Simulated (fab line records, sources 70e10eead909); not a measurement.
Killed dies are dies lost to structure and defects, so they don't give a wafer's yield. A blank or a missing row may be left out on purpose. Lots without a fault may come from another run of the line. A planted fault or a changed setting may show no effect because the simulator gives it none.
Chamber matching | flow nand_harc | NHARC_P_BONDPAD_CMP_32 on cmp-04: 4 sister chambers
The step polishes SiCN, target thk 200 nm. 8 wafers are shown with their chamber, then 10 later ones without.

WAFERS WITH THEIR CHAMBER
wafer  | chamber | motor_current_A (A)
L081.1 | 3       | 13.1
L085.3 | 0       | 13.8
L085.6 | 1       | 10.7
L087.1 | 0       | 13.8
L087.5 | 3       | 12.9
L087.6 | 2       | 10.9
L086.1 | 2       | 10.7
L086.3 | 1       | 11.2

WAFERS WITHOUT THEIR CHAMBER
wafer  | motor_current_A (A)
L086.5 | 13.1
L088.1 | 10.4
L088.3 | 13.5
L088.4 | 11.0
L091.1 | 14.8
L091.4 | 10.6
L091.5 | 10.5
L097.2 | 14.4
L097.3 | 13.1
L097.5 | 11.5

WHICH CHAMBER EACH WENT THROUGH
wafer  | from the rows above     | in truth
L086.5 | 3                       | 3
L088.1 | can't be placed: 2 or 1 | 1
L088.3 | can't be placed: 0 or 3 | 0
L088.4 | can't be placed: 1 or 2 | 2
L091.1 | 0                       | 0
L091.4 | can't be placed: 2 or 1 | 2
L091.5 | can't be placed: 2 or 1 | 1
L097.2 | 0                       | 0
L097.3 | 3                       | 3
L097.5 | can't be placed: 1 or 2 | 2
Placed correctly: 4 of 10. Can't be placed from these rows: 6 (the true chamber is among the candidates in 6). Placed wrongly: 0.
How it was worked out, from the rows above alone: a wafer's distance from a chamber is the root of the sum, over the readings, of the square of ((its reading less the chamber's mean) divided by the reading's scatter). The wafer belongs to the nearest chamber; if the next one is less than 2 further off, it can't be placed. A chamber's mean is the mean of its shown wafers. The scatter: the root of (the sum of the squares of (reading less its chamber's mean) over the shown wafers, divided by (wafers less chambers)).
